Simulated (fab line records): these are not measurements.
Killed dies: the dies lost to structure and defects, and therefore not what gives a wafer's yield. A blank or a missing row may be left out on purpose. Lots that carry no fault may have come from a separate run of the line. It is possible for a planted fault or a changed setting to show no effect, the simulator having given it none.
fab line records + flow nandHarc
record
- lots=5
- wafers=15
- lastDay=30
route steps=1302 shown P_ZERO_WELL@44 END@1302
lots that met no fault: taken from a fault-free run of the same line
startH: the number of hours between the record's first day and the start of the first shown wafer of the lot + waitH: how many hours have passed since the lot's step before this one + " unchanged from the row above + L1.1+2: a single row standing in for several wafers + - value missing, or start not given + * or withheld: withheld + < > ~ a bound
route shown NAME@n: NAME is a module with steps in the file, n the number in the route of the first one + usual: the fault-free wafers' mean and standard deviation + same: alike in all rows + chamber/n: place in a boat + sites: the reading at each site + _std_site: the values' standard deviation + _edge_site: outer sites' mean less inner sites' + radiusMm: for every site, how far away it sits from the centre of the wafer + mask NAME#n: copy n + behind: the most recent tool/chamber to have shaped the wafer + hold: why the lot went on hold/how many hours it stayed there/how the hold came to an end + device: which transistor (n, p or np) failed to switch + end of line: tests run on the same wafers once the route is complete + a step given without rows: its recipe and nothing more + killed: dies that structure and defects cost at the first sort, which is not the same as the wafer's yield + map: the dies of a wafer, with x for killed, . for not killed, _ for no die there
set.NAME: the setting the step ran with; set.NAME@STEP: the setting that earlier step ran with + model.NAME: the simulator's own value behind a step, which no gauge read
certain route steps with their lots: each step a table, each wafer a row
services: the hour from which a tool's chamber was out of use, counted from the record's first day as startH (under 0 if before that day), plus the number of hours and why
## steps
# step NHARC_P_ZERO_WELL_CD_MEAS_37
# recipe
- targetCdNm=720
- landingEnergyEv=500
# usual
- cdNm=718.9/1.7
| lot.wafer | tool     | chamber | startH | waitH | cdNm  |
|-----------|----------|---------|--------|-------|-------|
| L158.1    | cdSem-03 | 0       | 84.30  | -     | 721.5 |
| L158.2    | "        | 0       | "      | "     | 720.1 |
| L158.3    | "        | 0       | "      | "     | 718.5 |
| L159.4    | cdSem-03 | 0       | 94.23  | -     | 718.6 |
| L159.5    | "        | 0       | "      | "     | 717.4 |
| L159.6    | "        | 0       | "      | "     | 717.4 |
| L163.1    | cdSem-01 | 0       | 134.55 | -     | 717.6 |
| L163.5    | "        | 0       | "      | "     | 720.9 |
| L163.6    | "        | 0       | "      | "     | 721.5 |
| L164.2    | cdSem-02 | 0       | 144.18 | -     | 718.0 |
| L164.3    | "        | 0       | "      | "     | 719.4 |
| L164.5    | "        | 0       | "      | "     | 717.0 |
| L169.2    | cdSem-01 | 0       | 194.64 | -     | 720.0 |
| L169.5    | "        | 0       | "      | "     | 719.6 |
| L169.6    | "        | 0       | "      | "     | 720.0 |
# step NHARC_P_ZERO_WELL_HARDBAKE_38
# recipe
- tempC=125
- timeS=80
# step NHARC_P_ZERO_WELL_DESCUM_39
# recipe
- timeS=3
- o2FlowSccm=200
- arFlowSccm=0
- biasPowerW=0
- chemistry=O2
# usual
- drypumpMotorCurrentA=5.9/0.46
- oesProductAu=0.997/0.01
- rfVppV=57.6/0.92
- showerheadPlenumPTorr=1.88/0.067
- throttleValvePct=11.312/0.0081
| lot.wafer | tool       | chamber | startH | waitH | drypumpMotorCurrentA | oesProductAu | rfHoursCounterH | rfVppV | showerheadPlenumPTorr | throttleValvePct |
|-----------|------------|---------|--------|-------|----------------------|--------------|-----------------|--------|-----------------------|------------------|
| L158.2    | rieDiel-04 | 1       | 84.46  | -     | 5.6                  | 0.981        | 21              | 58.2   | 1.96                  | 11.309           |
| L158.3    | "          | 2       | "      | "     | 5.6                  | 1.008        | 24              | 58.8   | 1.90                  | 11.311           |
| L158.1    | "          | 3       | "      | "     | 5.6                  | 0.992        | 24              | 58.0   | 1.81                  | 11.317           |
| L159.4    | rieDiel-04 | 3       | 94.38  | -     | 5.6                  | 0.986        | 29              | 58.6   | 1.81                  | 11.303           |
| L159.5    | "          | 3       | "      | "     | 5.6                  | 0.986        | -               | 57.4   | 1.81                  | 11.317           |
| L159.6    | "          | 0       | "      | "     | 6.6                  | 1.006        | -               | 56.6   | 1.98                  | 11.312           |
| L163.1    | rieDiel-05 | 3       | 134.71 | -     | 5.8                  | 0.981        | 28              | 57.4   | 1.83                  | 11.303           |
| L163.6    | "          | 3       | "      | "     | 5.8                  | 0.999        | -               | 57.2   | 1.83                  | 11.315           |
| L163.5    | "          | 0       | "      | "     | 6.7                  | 0.995        | -               | 58.6   | 1.82                  | 11.307           |
| L164.2    | rieDiel-04 | 1       | 144.35 | -     | 5.6                  | 0.986        | 40              | 56.5   | 1.95                  | 11.310           |
| L164.3    | "          | 2       | "      | "     | 5.6                  | 0.995        | 47              | 58.3   | 1.89                  | 11.309           |
| L164.5    | "          | 0       | "      | "     | 6.6                  | 1.005        | -               | 58.1   | 1.97                  | 11.306           |
| L169.2    | rieDiel-04 | 2       | 194.82 | -     | 5.6                  | 1.001        | 1               | 56.8   | 1.89                  | 11.304           |
| L169.5    | "          | 0       | "      | "     | 6.6                  | 1.020        | -               | 57.8   | 1.97                  | 11.320           |
| L169.6    | "          | 1       | "      | "     | 5.7                  | 0.994        | -               | 56.8   | 1.95                  | 11.309           |
# step NHARC_P_ZERO_WELL_IMPLANT_40
# recipe
- energyKev=300
- doseCm2=1e+13
- tiltDeg=7
# step NHARC_P_ZERO_WELL_IMPLANT_59
# recipe
- energyKev=120
- doseCm2=5e+12
- tiltDeg=7
# step NHARC_P_ZERO_WELL_IMPLANT_60
# recipe
- energyKev=30
- doseCm2=2e+12
- tiltDeg=7
# step NHARC_P_ZERO_WELL_STRIP_41
# recipe
- timeS=840
- tempC=130
- chemistry=SPM
# step NHARC_P_ZERO_WELL_DEHYDRATE_44
# recipe
- tempC=150
- timeS=120
# step NHARC_P_ZERO_WELL_HMDS_45
# recipe
- timeS=30
# step NHARC_P_ZERO_WELL_COAT_46
# recipe
- spinRpm=withheld
# step NHARC_P_ZERO_WELL_SOFTBAKE_47
# recipe
- tempC=122
- timeS=95
# step NHARC_P_ZERO_WELL_EBR_48
# step NHARC_P_ZERO_WELL_EXPOSE_49
# recipe
- na=0.6
- targetCdNm=2000
- doseMj=22.64
- maskId=P_HVPW
| lot.wafer  | tool          | chamber | startH | waitH | mask        |
|------------|---------------|---------|--------|-------|-------------|
| L158.1+2+3 | krfScanner-02 | 0       | 85.65  | -     | P_HVPW#0    |
| L159.4+5+6 | krfScanner-01 | 0       | 95.73  | -     | P_HVPW#0    |
| L163.1+5+6 | krfScanner-02 | 0       | 135.95 | -     | P_HVPW#0    |
| L164.2+3+5 | krfScanner-02 | 0       | 145.59 | -     | P_HVPW#0    |
| L169.2+5+6 | krfScanner-01 | 0       | 196.14 | -     | P_HVPW_R1#0 |
# step NHARC_P_ZERO_WELL_PEB_50
# recipe
- pebTempC=118
- pebTimeS=85
# step NHARC_P_ZERO_WELL_DEVELOP_51
# recipe
- timeS=70
# step NHARC_P_ZERO_WELL_CD_MEAS_52
# recipe
- targetCdNm=2000
- landingEnergyEv=500
# usual
- cdNm=1999.4/2.1
| lot.wafer | tool     | chamber | startH | waitH | hold                    | cdNm   |
|-----------|----------|---------|--------|-------|-------------------------|--------|
| L158.1    | cdSem-01 | 0       | 85.81  | -     | -                       | 2000.3 |
| L158.2    | "        | 0       | "      | "     | -                       | 1997.9 |
| L158.3    | "        | 0       | "      | "     | -                       | 1997.2 |
| L159.4    | cdSem-02 | 0       | 95.88  | -     | -                       | 1999.9 |
| L159.5    | "        | 0       | "      | "     | -                       | 2002.0 |
| L159.6    | "        | 0       | "      | "     | -                       | 2001.2 |
| L163.1    | cdSem-02 | 0       | 136.11 | -     | -                       | 2000.6 |
| L163.5    | "        | 0       | "      | "     | -                       | 2000.9 |
| L163.6    | "        | 0       | "      | "     | -                       | 2002.0 |
| L164.2    | cdSem-01 | 0       | 145.74 | -     | -                       | 1998.4 |
| L164.3    | "        | 0       | "      | "     | -                       | 1999.9 |
| L164.5    | "        | 0       | "      | "     | -                       | 2002.1 |
| L169.2    | cdSem-02 | 0       | 196.30 | -     | awaitDispo/0.2h/release | 1968.4 |
| L169.5    | "        | 0       | "      | "     | awaitDispo/0.2h/release | 1966.3 |
| L169.6    | "        | 0       | "      | "     | awaitDispo/0.2h/release | 1966.5 |
| L169.2    | cdSem-02 | 0       | -      | -     | -                       | 1968.6 |
| L169.5    | "        | 0       | "      | "     | -                       | 1966.5 |
| L169.6    | "        | 0       | "      | "     | -                       | 1966.7 |
# step NHARC_P_ZERO_WELL_DESCUM_54
# recipe
- timeS=3
- o2FlowSccm=200
- arFlowSccm=0
- biasPowerW=0
- chemistry=O2
# usual
- drypumpMotorCurrentA=5.8/0.43
- oesProductAu=0.995/0.011
- rfVppV=57.6/0.87
- showerheadPlenumPTorr=1.88/0.068
- throttleValvePct=11.310/0.0095
| lot.wafer | tool       | chamber | startH | waitH | drypumpMotorCurrentA | oesProductAu | rfHoursCounterH | rfVppV | showerheadPlenumPTorr | throttleValvePct | model.P_ZERO_WELL.cdNm |
|-----------|------------|---------|--------|-------|----------------------|--------------|-----------------|--------|-----------------------|------------------|------------------------|
| L158.3    | rieDiel-04 | 0       | 85.97  | -     | 6.6                  | 1.012        | 21              | 58.7   | 1.98                  | 11.320           | 1997                   |
| L158.1    | "          | 1       | "      | "     | 5.7                  | 0.991        | 21              | 58.6   | 1.96                  | 11.326           | 2000                   |
| L158.2    | "          | 2       | "      | "     | 5.6                  | 1.010        | 24              | 58.1   | 1.90                  | 11.316           | 1997                   |
| L159.4    | rieDiel-04 | 3       | 96.06  | -     | 5.6                  | 0.991        | 29              | 57.1   | 1.81                  | 11.327           | 1999                   |
| L159.6    | "          | 1       | "      | "     | 5.6                  | 0.986        | -               | 56.0   | 1.96                  | 11.314           | 2001                   |
| L159.5    | "          | 2       | "      | "     | 5.6                  | 0.998        | -               | 58.2   | 1.90                  | 11.328           | 2001                   |
| L163.1    | rieDiel-05 | 0       | 136.31 | -     | 6.7                  | 0.997        | 30              | 57.6   | 1.82                  | 11.300           | 2001                   |
| L163.6    | "          | 1       | "      | "     | 5.3                  | 0.985        | -               | 56.6   | 1.85                  | 11.300           | 2002                   |
| L163.5    | "          | 2       | "      | "     | 6.2                  | 0.966        | -               | 58.1   | 1.97                  | 11.306           | 2001                   |
| L164.2    | rieDiel-04 | 2       | 145.89 | -     | 5.5                  | 0.996        | 47              | 57.6   | 1.89                  | 11.314           | 1998                   |
| L164.3    | "          | 1       | "      | "     | 5.7                  | 0.984        | 40              | 59.1   | 1.95                  | 11.317           | 2000                   |
| L164.5    | "          | 3       | "      | "     | 5.6                  | 0.985        | -               | 56.5   | 1.80                  | 11.291           | 2001                   |
| L169.2    | rieDiel-05 | 1       | 201.60 | -     | 5.3                  | 0.980        | 50              | 57.9   | 1.84                  | 11.311           | 1968                   |
| L169.5    | "          | 2       | "      | "     | 6.2                  | 0.986        | -               | 57.9   | 1.97                  | 11.308           | 1967                   |
| L169.6    | "          | 3       | "      | "     | 5.8                  | 0.987        | -               | 57.8   | 1.82                  | 11.318           | 1967                   |
# step NHARC_P_ZERO_WELL_IMPLANT_55
# recipe
- energyKev=180
- doseCm2=8e+11
- tiltDeg=7
# step NHARC_END_SORT_01
# recipe
- tempC=25
# usual
- killedAtArray=62/15
- killedAtOther=0.8/1
- killedAtPeriphery=3.7/2.6
- killedDies=66/15
- killedOpen=3.1/1.8
- killedShort=2.6/1.7
# same
- grossDies=677
| lot.wafer | tool      | chamber | startH | waitH | killedAtArray | killedAtOther | killedAtPeriphery | killedDies | killedOpen | killedShort |
|-----------|-----------|---------|--------|-------|---------------|---------------|-------------------|------------|------------|-------------|
| L163.1    | prober-01 | 0       | 682.31 | 2.5   | 59            | 0             | 3                 | 62         | 2          | 1           |
# killed by level:class
L163.1 A_CHANNEL_HOLE_D1:chamberFilmFlake=25 A_CHANNEL_HOLE_D2:chamberFilmFlake=16 A_CONTACT:chamberFilmFlake=6 A_SLIT:chamberFilmFlake=3 A_STAIRCASE:chamberFilmFlake=2 A_WL_FILL:chamberFilmFlake=2 A_M1:chamberFilmFlake=2 P_CONTACT:geometricParticle:open=1
## services
| tool          | chamber | startH | hours | kind   |
|---------------|---------|--------|-------|--------|
| rieDiel-05    | -       | 64.39  | 0.2   | repair |
| rieDiel-05    | 3       | 66.00  | 6.1   | repair |
| rieDiel-04    | 0       | 83.85  | -     | clean  |
| rieDiel-04    | 1       | 83.85  | -     | clean  |
| rieDiel-04    | 2       | 83.85  | -     | clean  |
| rieDiel-04    | 3       | 83.85  | -     | clean  |
| krfScanner-02 | -       | 94.00  | 4.0   | pm     |
| rieDiel-05    | -       | 103.48 | 0.1   | repair |
| krfScanner-02 | -       | 105.76 | 0.1   | repair |
| rieDiel-04    | 0       | 109.34 | -     | clean  |
| rieDiel-04    | 1       | 109.34 | -     | clean  |
| rieDiel-04    | 2       | 109.34 | -     | clean  |
| rieDiel-04    | 3       | 109.34 | -     | clean  |
| rieDiel-05    | -       | 132.53 | 0.2   | repair |
| rieDiel-04    | 0       | 133.94 | -     | clean  |
| rieDiel-04    | 1       | 133.94 | -     | clean  |
| rieDiel-04    | 2       | 133.94 | -     | clean  |
| krfScanner-01 | -       | 140.00 | 4.0   | pm     |
| rieDiel-04    | 1       | 149.36 | 2.1   | repair |
| krfScanner-01 | -       | 165.13 | 0.3   | repair |
| rieDiel-05    | 0       | 174.01 | 4.1   | repair |
| rieDiel-04    | -       | 180.72 | 9.0   | pm     |
| rieDiel-05    | 0       | 185.82 | 1.2   | repair |
| krfScanner-01 | -       | 190.88 | 0.3   | repair |
## key
firstSign
- step=NHARC_P_ZERO_WELL_EXPOSE_49
- reading=mask
- direction=changed
effect
- step=NHARC_P_ZERO_WELL_CD_MEAS_52
- reading=visit
- direction=added
effect
- step=NHARC_P_ZERO_WELL_CD_MEAS_52
- reading=cdNm
- direction=down
- sigmas=15
- usual=1999.4
- struck=1967.1
modelEffect
- step=NHARC_P_ZERO_WELL_DESCUM_54
- value=P_ZERO_WELL.cdNm
- without=1997
- struck=1967
metAt NHARC_P_ZERO_WELL_EXPOSE_49
struckWafers L169.2,L169.5,L169.6
testerLeftOut L169
onsetBetween 95.73 196.14
fault
- kind=wrongMask
- tool=any
- chamber=-
- onsetH=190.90
- steps=NHARC_P_ZERO_WELL_EXPOSE_49
- auxCopy=P_HVPW_R1#0
- cdOffsetNm=-29.296
- scope=struckLotsOnly
# testerLeftOut: of these lots the tester's yield and bins aren't shown, on N5 and GAA mostly nor the transistor test; their killed dies are dies lost to structure and defects alone, not to doping, threshold or leakage, so they don't give the yield
